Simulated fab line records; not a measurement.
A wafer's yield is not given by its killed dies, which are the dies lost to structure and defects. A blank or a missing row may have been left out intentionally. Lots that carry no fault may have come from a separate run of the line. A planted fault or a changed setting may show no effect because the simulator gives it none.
One fault seen from 2 desks    flow n5_finfet    numbers are kept per desk, each desk with only its own; the story behind them comes last

== THE DEFECT DESK ==
Inspection counts along the route, by lot: the mean over sampled wafers that carry a number. Any lot whose mean is over 4 standard deviations away from the usual mean is out of limits and marked OUT; that distance is given in the brackets.
Columns: A = raw_defect_count at N5_FIN_SAQP_INSPECT_18, usual 443; B = raw_defect_count at N5_FIN_SAQP_INSPECT_40, usual 220; C = raw_defect_count at N5_FIN_CUT_INSPECT_10, usual 39
lot   first seen here  A                B               C
L794  day 3 16:08      456              360             54
L803  day 5 22:37      1056 (+5.1) OUT  870 (+12) OUT   722 (+62) OUT
L806  day 6 15:49      819              631 (+7.3) OUT  473 (+39) OUT
L810  day 7 15:49      457              266             53
This desk finds L803, L806 out of limits, L803 being first, at day 5 22:37 (raw_defect_count at N5_FIN_SAQP_INSPECT_18). In limits: L794, L810.

== THE TOOL OWNER'S DESK: wet_bench-03 ==
The tool's own readings at N5_FIN_SAQP_PRECLEAN_00 (cleans in SC1, time 60 s): means of the sampled wafers that have a number, for each lot that ran on this tool. Any lot whose mean is over 4 standard deviations away from the usual mean is out of limits and marked OUT; that distance is given in the brackets.
Columns: A = h2o2_flow_mL_min at N5_FIN_SAQP_PRECLEAN_00, usual 56.62; B = nh4oh_flow_mL_min at N5_FIN_SAQP_PRECLEAN_00, usual 28.32
lot   first seen here  A      B
L794  day 3 14:43      56.66  28.27
L803  day 5 21:16      56.62  28.43
L806  day 6 14:29      56.44  28.31
This desk found nothing out of limits on any of the 3 lots.

== PUT TOGETHER ==
The defect desk could have raised an alarm at day 5 22:37, on L803, L806.
The desk of the tool owner found nothing out of limits.
Tool owner's desk: L803, L806 on record, inside its limits.
Every lot named ran N5_FIN_SAQP_PRECLEAN_00 on wet_bench-03.

== WHAT THE SIMULATOR PUT IN ==
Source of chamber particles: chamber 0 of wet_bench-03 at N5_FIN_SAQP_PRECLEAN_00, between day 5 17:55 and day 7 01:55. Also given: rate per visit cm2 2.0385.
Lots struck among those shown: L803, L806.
Hours from the fault's start to each desk's first reading out of limits: the defect desk, 5.
